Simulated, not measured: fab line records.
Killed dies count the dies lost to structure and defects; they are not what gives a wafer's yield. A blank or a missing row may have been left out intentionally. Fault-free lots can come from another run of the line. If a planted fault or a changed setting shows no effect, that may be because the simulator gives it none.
The tool behind it: which one? | flow nandHarc | 21 wafers sampled from 7 lots at 1 step of a route of 1302

## WHAT THE GAUGES SHOWED, per wafer
NHARC_P_GATE_CD_MEAS_91: the cd target is 2000 nm.
lot  | measured     | on       | cdNm (nm)
L180 | day 6 20:20  | cdSem-01 | 2001.5 2001.5 2002.3
L181 | day 7 17:55  | cdSem-03 | 2004.7 2000.7 2002.1
L186 | day 9 09:48  | cdSem-02 | 2002.8 2001.0 2002.2
L191 | day 11 17:28 | cdSem-03 | 1999.3 1999.5 1998.3
L193 | day 12 17:00 | cdSem-03 | 2002.3 1999.5 2000.3
L195 | day 13 00:56 | cdSem-02 | 2002.9 1999.7 2001.7
L197 | day 13 20:29 | cdSem-02 | 2001.2 2000.0 2002.4

## WHAT TOOL EACH LOT RAN ON (gives the tool, then ch and the chambers of the sampled wafers, and finally the start)
The record holds no process step before these readings.

## THE ANSWER, worked out from the rows above alone
Rule: usual is defined by the lots themselves. Put in order of their means at a reading, lots are off if they are a third of the lots or fewer, leave a main group of 4 or more, and stand apart from it by a gap of 3 or more times the standard deviation of the main group's means; of several such gaps the widest counts. A main group whose means are all the same, to the digits that the tables above print for the reading, isn't used. A lot without any number at a reading at which 4 lots or more have one is off too. All remaining lots with rows at the step are treated as sound.
Nothing can be told from this: no lot is off at any reading shown.

## WHAT THE SIMULATOR HAD INSERTED
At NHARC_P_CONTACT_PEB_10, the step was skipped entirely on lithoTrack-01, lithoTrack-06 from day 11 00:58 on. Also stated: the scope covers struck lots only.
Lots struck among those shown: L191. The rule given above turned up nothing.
